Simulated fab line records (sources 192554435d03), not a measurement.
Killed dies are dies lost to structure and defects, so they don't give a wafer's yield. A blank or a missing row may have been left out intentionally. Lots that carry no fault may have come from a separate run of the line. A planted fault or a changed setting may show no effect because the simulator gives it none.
Chamber matching | flow n5_finfet | N5_GATE_CUT_STRIP_42 on rie_diel-03: 4 sister chambers
The step strips in O2. 22 wafers are shown with their chamber, then 11 later ones without.

## WAFERS, EACH WITH ITS CHAMBER
wafer  | chamber | showerhead_plenum_p_Torr (Torr) | throttle_valve_pct (%) | drypump_motor_current_A (A)
L077.1 | 0       | 2.18                            | 16.64                  | 5.3
L077.3 | 2       | 2.20                            | 16.57                  | 5.1
L077.5 | 0       | 2.18                            | 16.65                  | 5.4
L078.1 | 3       | 1.94                            | 16.43                  | 5.2
L078.3 | 0       | 2.17                            | 16.67                  | 5.4
L078.6 | 2       | 2.20                            | 16.60                  | 5.1
L079.1 | 3       | 1.94                            | 16.43                  | 5.2
L079.4 | 2       | 2.20                            | 16.58                  | 5.2
L079.6 | 3       | 1.94                            | 16.42                  | 5.2
L081.2 | 3       | 1.94                            | 16.45                  | 5.2
L081.3 | 2       | 2.19                            | 16.58                  | 5.1
L081.5 | 3       | 1.94                            | 16.44                  | 5.2
L082.1 | 0       | 2.17                            | 16.67                  | 5.4
L082.4 | 2       | 2.19                            | 16.59                  | 5.1
L082.6 | 1       | 2.18                            | 16.55                  | 5.4
L086.1 | 0       | 2.17                            | 16.66                  | 5.4
L086.2 | 2       | 2.19                            | 16.61                  | 5.2
L086.4 | 1       | 2.18                            | 16.55                  | 5.4
L089.1 | 3       | 1.93                            | 16.47                  | 5.2
L089.2 | 2       | 2.19                            | 16.61                  | 5.2
L089.3 | 0       | 2.17                            | 16.69                  | 5.4
L089.4 | 1       | 2.18                            | 16.57                  | 5.4

SIGNATURES, as means of the wafers listed above
reading                  | chamber 0 | chamber 1 | chamber 2 | chamber 3 | scatter within a chamber
showerhead_plenum_p_Torr | 2.1733    | 2.1800    | 2.1943    | 1.9383    | 0.00464
throttle_valve_pct       | 16.6633   | 16.5567   | 16.5914   | 16.4400   | 0.0165
drypump_motor_current_A  | 5.383     | 5.400     | 5.143     | 5.200     | 0.0376
Rule: a wafer's distance from a chamber is the root of the sum, over the readings, of the square of ((its reading less the chamber's mean) divided by the reading's scatter). The wafer belongs to the nearest chamber; if the next one is less than 2 further off, it can't be placed. The scatter is the square root of a quotient: the sum, over the shown wafers, of each reading's squared deviation from its chamber's mean, divided by wafers minus chambers.

## WAFERS WITHOUT THEIR CHAMBER
wafer  | showerhead_plenum_p_Torr (Torr) | throttle_valve_pct (%) | drypump_motor_current_A (A)
L089.5 | 1.93                            | 16.46                  | 5.3
L089.6 | 2.19                            | 16.63                  | 5.2
L092.1 | 1.93                            | 16.47                  | 5.2
L092.4 | 2.19                            | 16.64                  | 5.1
L092.6 | 2.19                            | 16.64                  | 5.1
L094.2 | 2.16                            | 16.70                  | 5.4
L094.3 | 1.93                            | 16.47                  | 5.2
L094.4 | 2.19                            | 16.64                  | 5.1
L095.1 | 2.19                            | 16.65                  | 5.2
L095.3 | 2.16                            | 16.72                  | 5.4
L095.4 | 1.93                            | 16.48                  | 5.2

## THE CHAMBER EACH PASSED THROUGH
wafer  | from the rows above | in truth
L089.5 | 3                   | 3
L089.6 | 2                   | 2
L092.1 | 3                   | 3
L092.4 | 2                   | 2
L092.6 | 2                   | 2
L094.2 | 0                   | 0
L094.3 | 3                   | 3
L094.4 | 2                   | 2
L095.1 | 2                   | 2
L095.3 | 0                   | 0
L095.4 | 3                   | 3
11 of 11 placed correctly. Can't be placed from these rows: 0. Number placed wrongly: 0.
